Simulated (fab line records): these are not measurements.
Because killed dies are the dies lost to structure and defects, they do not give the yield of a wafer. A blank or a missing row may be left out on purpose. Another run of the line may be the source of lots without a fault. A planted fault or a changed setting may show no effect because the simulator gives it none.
fab line records	flow nand-harc
record lots=11	wafers=33	last-day=32
route steps=1302 shown P_CONTACT@218 END@1302
lots that met no fault: from a run of the same line without faults
start-h: the number of hours between the record's first day and the start of the first shown wafer of the lot	wait-h: time in hours since the lot's previous step	" identical to the entry in the row above	L1.1+2: several wafers, shown together as one row	- value missing, or start not given	* or withheld: withheld	< > ~ a bound
route shown NAME@n: names a module that has steps shown in the file, with the first one's number in the route	usual: mean/standard deviation taken from wafers without a fault	same: alike in all rows	chamber/n: place in a boat	sites: readings site by site	_std_site: their standard deviation	_edge_site: outer sites' mean less inner sites'	radius-mm: for every site, how far away it sits from the centre of the wafer	mask NAME#n: copy n	behind: the tool/chamber that last shaped the wafer	hold: what put the lot on hold/how long, in hours/how the hold closed	device: the n, p or np transistor that did not switch	end of line: tests run on the same wafers once the route is complete	step lacking rows: just its recipe	killed: not the wafer's yield, but the dies lost to structure and defects at the first sort	map: dies across one wafer; x = killed, . = not, _ = none there
set.NAME: the setting that was run; set.NAME@STEP: the one run at that earlier step	model.NAME: the simulator's own value behind a step, which no gauge read
a sample of lots followed through the steps of the route, with each step as a table and each wafer as a row
services: when a tool's chamber went out of use (start-h, in hours from the record's first day, below 0 if earlier), for how many hours, and the reason
## steps
# step NHARC_P_CONTACT_DEP_00
# recipe target-thk-a=5000	temp-c=400	pressure-torr=6.5	rf-w=900	teos-flow-sccm=161.4	flow-sccm=2650	target-thk-nm=500	gas=O2	material=SiO2
# usual heater-power-outer-w=313/57	heater-power-w=589/82	throttle-valve-pct=15.9/0.49
lot.wafer	tool	chamber	start-h	wait-h	heater-power-outer-w	heater-power-w	throttle-valve-pct
L333.1	pecvd-02	1	-	-	289	562	16.3
L333.5	"	0	"	"	307	566	15.9
L333.4	"	1	"	"	191	455	16.3
L334.3	pecvd-03	1	-	-	244	508	16.5
L334.6	"	0	"	"	257	444	16.6
L334.4	"	1	"	"	276	545	16.9
L335.6	pecvd-02	2	-	-	380	643	15.6
L335.5	"	0	"	"	361	634	16.0
L335.4	"	1	"	"	281	563	16.2
L336.3	pecvd-02	2	-	-	418	693	15.5
L336.1	"	0	"	"	347	614	16.0
L336.6	"	1	"	"	269	559	16.3
L339.1	pecvd-04	1	-	-	382	733	16.0
L339.6	"	1	"	"	380	769	16.0
L339.4	"	2	"	"	421	743	15.6
L338.3	pecvd-04	2	-	-	348	641	15.9
L338.4	"	0	"	"	237	535	16.2
L338.5	"	1	"	"	355	698	16.0
L347.2	pecvd-04	0	-	-	363	718	16.3
L347.3	"	1	"	"	285	602	16.0
L347.5	"	0	"	"	244	551	16.1
L349.2	pecvd-02	2	-	-	356	618	15.4
L349.5	"	2	"	"	261	475	15.6
L349.6	"	1	"	"	272	550	16.5
L350.1	pecvd-03	1	-	-	368	678	16.3
L350.2	"	0	"	"	310	542	16.0
L350.5	"	0	"	"	325	557	15.9
L351.2	pecvd-03	0	-	-	318	544	16.4
L351.4	"	0	"	"	337	559	16.5
L351.5	"	1	"	"	241	493	16.5
L352.3	pecvd-04	0	-	-	294	589	16.3
L352.6	"	0	"	"	308	626	16.1
L352.4	"	2	"	"	411	676	15.7
# step NHARC_P_CONTACT_ETCH_31
# recipe target-depth-a=300	time-s=85.7	ion-energy-ev=120	over-etch-frac=1	ch3f-flow-sccm=50	o2-flow-sccm=30	ar-flow-sccm=200	rf-w=500	bias-w=100	chemistry=CH3F/O2
# usual drypump-motor-current-A=5.76/0.29	oes-product-au=0.976/0.016	rf-vpp-V=244.9/1.5	showerhead-plenum-p-Torr=2.50/0.088	throttle-valve-pct=20.662/0.0089
lot.wafer	tool	chamber	start-h	wait-h	drypump-motor-current-A	oes-product-au	rf-hours-counter-h	rf-vpp-V	showerhead-plenum-p-Torr	throttle-valve-pct
L333.1	rie-diel-07	2	-	-	6.15	0.998	0.4	246.7	2.55	20.652
L333.4	"	0	"	"	5.51	0.970	0.4	246.0	2.46	20.649
L333.5	"	2	"	"	6.12	1.001	-	245.5	2.55	20.661
L334.3	rie-diel-05	1	-	-	5.84	0.951	3.0	244.3	2.55	20.677
L334.4	"	0	"	"	5.66	0.961	3.3	246.3	2.57	20.649
L334.6	"	2	"	"	5.89	0.961	-	246.1	2.59	20.652
L335.4	rie-diel-05	2	-	-	5.88	0.983	4.5	247.3	2.59	20.665
L335.6	"	3	"	"	5.37	0.985	-	243.7	2.43	20.657
L335.5	"	0	"	"	5.67	0.985	-	244.8	2.57	20.680
L336.1	rie-diel-11	0	-	-	6.22	0.997	2.2	244.8	2.47	20.653
L336.3	"	2	"	"	5.56	0.974	2.3	243.7	2.37	20.661
L336.6	"	1	"	"	5.25	0.965	-	242.6	2.32	20.660
L339.1	rie-diel-11	2	-	-	5.57	0.936	3.1	242.5	2.37	20.661
L339.4	"	3	"	"	5.79	0.951	2.8	246.1	2.58	20.666
L339.6	"	0	"	"	6.25	0.973	-	245.4	2.47	20.661
L338.3	rie-diel-11	0	-	-	6.25	0.998	3.4	246.8	2.47	20.647
L338.4	"	2	"	"	5.54	0.973	3.3	242.5	2.37	20.662
L338.5	"	1	"	"	5.26	0.963	-	242.1	2.31	20.661
L347.3	rie-diel-07	0	-	-	5.53	0.974	4.2	244.0	2.46	20.676
L347.2	"	1	"	"	6.07	0.971	4.3	246.7	2.61	20.659
L347.5	"	3	"	"	5.92	0.993	-	244.4	2.49	20.680
L349.2	rie-diel-05	3	-	-	5.36	0.967	3.4	243.9	2.42	20.680
L349.6	"	1	"	"	5.81	0.958	-	245.1	2.54	20.661
L349.5	"	2	"	"	5.90	0.967	-	245.6	2.59	20.656
L350.1	rie-diel-05	0	-	-	5.65	0.991	3.5	247.2	2.56	20.660
L350.2	"	2	"	"	5.88	0.994	3.6	245.2	2.59	20.665
L350.5	"	0	"	"	5.65	1.002	-	244.7	2.56	20.669
L351.4	rie-diel-05	0	-	-	5.66	1.009	4.7	246.8	2.56	20.673
L351.2	"	2	"	"	5.88	0.994	4.6	247.4	2.59	20.676
L351.5	"	0	"	"	5.66	0.998	-	246.6	2.56	20.671
L352.4	rie-diel-05	2	-	-	5.87	0.977	4.9	245.7	2.59	20.677
L352.3	"	1	"	"	5.80	0.951	5.4	245.9	2.54	20.647
L352.6	"	2	"	"	5.87	0.974	-	245.8	2.59	20.653
# step NHARC_P_CONTACT_DEGAS_38
# recipe temp-c=300	time-s=60
# usual heater-power-w=443/31
lot.wafer	tool	chamber	start-h	wait-h	heater-power-w
L333.4	pvd-sputter-02	-	132.94	-	429
L333.1	"	-	"	"	426
L333.5	"	-	"	"	410
L334.3	pvd-sputter-03	-	138.44	-	519
L334.4	"	-	"	"	467
L334.6	"	-	"	"	451
L335.4	pvd-sputter-02	-	156.62	-	419
L335.6	"	-	"	"	426
L335.5	"	-	"	"	433
L336.3	pvd-sputter-03	-	158.87	-	460
L336.1	"	-	"	"	529
L336.6	"	-	"	"	463
L339.1	pvd-sputter-02	-	187.55	-	427
L339.4	"	-	"	"	451
L339.6	"	-	"	"	417
L338.3	pvd-sputter-02	-	188.95	-	405
L338.4	"	-	"	"	420
L338.5	"	-	"	"	422
L347.3	pvd-sputter-02	-	266.02	-	412
L347.2	"	-	"	"	435
L347.5	"	-	"	"	417
L349.2	pvd-sputter-01	-	290.89	-	398
L349.6	"	-	"	"	464
L349.5	"	-	"	"	405
L350.2	pvd-sputter-01	-	296.31	-	437
L350.1	"	-	"	"	437
L350.5	"	-	"	"	431
L351.4	pvd-sputter-01	-	307.90	-	442
L351.2	"	-	"	"	404
L351.5	"	-	"	"	492
L352.4	pvd-sputter-01	-	315.61	-	405
L352.3	"	-	"	"	455
L352.6	"	-	"	"	399
# step NHARC_P_CONTACT_CVD_23
# recipe target-thk-a=2000	temp-c=300	pressure-torr=40	wf6-flow-sccm=40	h2-flow-sccm=1600	ar-flow-sccm=1560	time-s=557	material=W
# usual heater-power-outer-w=282/21	heater-power-w=486/29	throttle-valve-pct=7.8/0.33
lot.wafer	tool	chamber	start-h	wait-h	heater-power-outer-w	heater-power-w	throttle-valve-pct
L333.1	cvd-w-02	0	133.39	-	252	430	8.3
L333.4	"	1	"	"	315	502	7.7
L333.5	"	1	"	"	303	520	7.5
L334.4	cvd-w-01	1	139.06	-	275	502	7.1
L334.3	"	0	"	"	273	475	7.9
L334.6	"	0	"	"	279	471	8.0
L335.4	cvd-w-02	0	157.24	-	251	446	8.0
L335.6	"	0	"	"	248	437	8.2
L335.5	"	1	"	"	305	494	7.8
L336.1	cvd-w-02	0	159.41	-	248	449	7.9
L336.3	"	1	"	"	309	512	7.8
L336.6	"	0	"	"	242	444	8.1
L339.1	cvd-w-02	1	188.11	-	303	517	7.5
L339.4	"	1	"	"	307	504	7.9
L339.6	"	1	"	"	302	506	8.0
L338.3	cvd-w-02	0	189.57	-	249	451	8.1
L338.4	"	1	"	"	304	487	7.6
L338.5	"	1	"	"	303	526	7.8
L347.2	cvd-w-02	0	266.55	-	251	439	8.1
L347.3	"	0	"	"	252	446	8.2
L347.5	"	0	"	"	249	452	8.1
L349.2	cvd-w-02	0	291.42	-	255	449	8.2
L349.5	"	1	"	"	316	535	7.7
L349.6	"	0	"	"	255	446	8.1
L350.2	cvd-w-01	0	296.75	-	286	487	8.2
L350.1	"	1	"	"	283	511	7.6
L350.5	"	0	"	"	297	478	8.0
L351.2	cvd-w-02	1	308.33	-	314	535	7.8
L351.4	"	0	"	"	258	455	8.2
L351.5	"	0	"	"	256	447	8.4
L352.4	cvd-w-02	1	316.24	-	316	530	7.6
L352.3	"	0	"	"	256	450	8.2
L352.6	"	1	"	"	308	536	7.9
# step NHARC_P_CONTACT_CMP_24
# recipe t-overpolish-s=30	target-thk-nm=200
# usual motor-current-A=12.1/0.92	overpolish-run-s=30.000/0.0088	pad-life-wafers=164/120	slurry-flow-ml-min=150.1/0.48	time-to-endpoint-s=38/4
lot.wafer	tool	chamber	start-h	wait-h	motor-current-A	overpolish-run-s	pad-life-wafers	slurry-flow-ml-min	time-to-endpoint-s
L333.1	cmp-03	1	134.06	0.6	11.3	30.000	217	149.7	31
L333.4	"	3	"	"	12.1	30.001	219	149.9	33
L333.5	"	1	"	"	11.0	30.000	-	149.4	30
L334.4	cmp-03	1	139.52	0.4	11.2	30.007	270	150.0	32
L334.3	"	3	"	"	12.4	30.005	272	149.8	38
L334.6	"	1	"	"	11.3	29.983	-	151.1	33
L335.4	cmp-03	3	157.71	0.4	11.8	29.996	360	150.2	38
L335.6	"	3	"	"	12.7	29.992	-	149.8	38
L335.5	"	0	"	"	11.6	30.001	-	150.0	38
L336.1	cmp-04	1	159.97	0.5	13.1	30.004	156	150.4	36
L336.3	"	2	"	"	14.7	29.992	157	150.4	37
L336.6	"	2	"	"	13.7	29.997	-	148.7	38
L339.1	cmp-03	2	188.71	0.5	11.6	29.999	80	150.1	45
L339.4	"	3	"	"	11.2	29.993	81	150.3	23
L339.6	"	1	"	"	11.0	29.988	-	150.5	33
L338.3	cmp-01	3	190.04	0.4	11.3	29.998	360	149.6	44
L338.4	"	2	"	"	12.7	29.989	363	149.5	19
L338.5	"	3	"	"	11.5	29.992	-	150.5	26
L347.3	cmp-03	1	267.11	0.3	11.0	29.989	12	149.0	37
L347.2	"	3	"	"	12.3	29.981	14	150.3	40
L347.5	"	1	"	"	11.3	30.007	-	149.5	33
L349.2	cmp-01	3	291.98	0.5	11.6	29.990	318	149.5	41
L349.6	"	3	"	"	12.1	30.000	-	149.8	41
L349.5	"	0	"	"	11.2	30.002	-	149.9	37
L350.1	cmp-01	3	297.39	0.5	11.4	30.001	0	150.0	48
L350.2	"	1	"	"	12.0	30.003	2	149.4	34
L350.5	"	3	"	"	11.8	30.000	-	149.6	45
L351.2	cmp-01	2	309.00	0.6	13.0	30.007	49	150.4	34
L351.4	"	3	"	"	11.6	29.991	50	149.9	40
L351.5	"	2	"	"	12.4	30.005	-	150.4	33
L352.4	cmp-04	1	316.71	0.4	13.8	30.003	18	151.3	41
L352.3	"	2	"	"	13.5	30.008	19	150.0	43
L352.6	"	1	"	"	12.8	30.001	-	150.1	43
# step NHARC_END_SORT_01
# recipe temp-c=25
# usual killed-at-array=54/21	killed-at-other=0.9/1.1	killed-at-periphery=3.5/2.5	killed-dies=58/21	killed-open=3.3/1.9	killed-short=2.6/1.8
# same gross-dies=677
lot.wafer	tool	chamber	start-h	wait-h	killed-at-array	killed-at-other	killed-at-periphery	killed-dies	killed-open	killed-short
L349.2	prober-01	0	743.73	2.8	86	0	4	90	3	3
# killed by level:class
L349.2 A_CHANNEL_HOLE_D1:chamber-film-flake=37 A_SLIT:chamber-film-flake=28 A_CHANNEL_HOLE_D2:chamber-film-flake=8 A_CONTACT:chamber-film-flake=4 P_GATE:chamber-film-flake=3 A_STAIRCASE:chamber-film-flake=3 P_M0:geometric-particle:short=1 A_CHANNEL_FILL_D1:geometric-particle:open=1
## services
tool	chamber	start-h	hours	kind
cmp-03	-	118.93	0.2	repair
cmp-03	-	121.05	2.0	repair
cmp-01	-	159.35	5.9	repair
cmp-03	-	162.20	4.0	pm
pecvd-02	-	167.24	1.7	repair
cmp-03	-	171.78	0.4	repair
cmp-01	-	194.81	4.0	pm
pvd-sputter-01	-	195.98	1.2	repair
cmp-01	-	200.58	14.1	repair
pecvd-02	2	204.18	14.1	repair
pvd-sputter-01	-	217.55	24.7	repair
pecvd-02	-	227.15	13.0	pm
rie-diel-05	-	229.60	9.0	pm
pvd-sputter-02	-	234.56	4.7	repair
pecvd-04	2	236.93	4.0	repair
pvd-sputter-01	-	242.28	10.0	pm
rie-diel-05	0	243.66	16.9	repair
pvd-sputter-01	-	259.55	15.2	repair
cmp-03	-	260.20	4.0	pm
cvd-w-02	-	269.00	13.0	pm
pvd-sputter-02	-	275.98	0.7	repair
pvd-sputter-02	-	282.00	10.0	pm
cmp-03	-	286.58	0.6	repair
cmp-03	-	305.84	1.0	repair
## key
first-sign step=NHARC_P_CONTACT_CMP_24	reading=time-to-endpoint-s	direction=down	sigmas=4	usual=*	struck=*
effect none on later readings
met-at NHARC_P_CONTACT_CVD_23
struck-lots L338,L339
struck-wafers L338.4,L338.5,L339.4
tester-left-out L338,L339
not-acting-at NHARC_P_CONTACT_DEP_00,NHARC_P_CONTACT_ETCH_31,NHARC_P_CONTACT_DEGAS_38
onset-between 159.41 188.11
fault kind=process-parameter-drift	tool=cvd-w-02	chamber=-	onset-h=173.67	steps=NHARC_P_CONTACT_CVD_23	channel=target-thk-a	offset=*	shape=step	end-h=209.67	scope=struck-wafers-only	acts-in=*	stated=*
# tester-left-out: of these lots the tester's yield and bins aren't shown, on N5 and GAA mostly nor the transistor test; their killed dies are dies lost to structure and defects alone, not to doping, threshold or leakage, so they don't give the yield
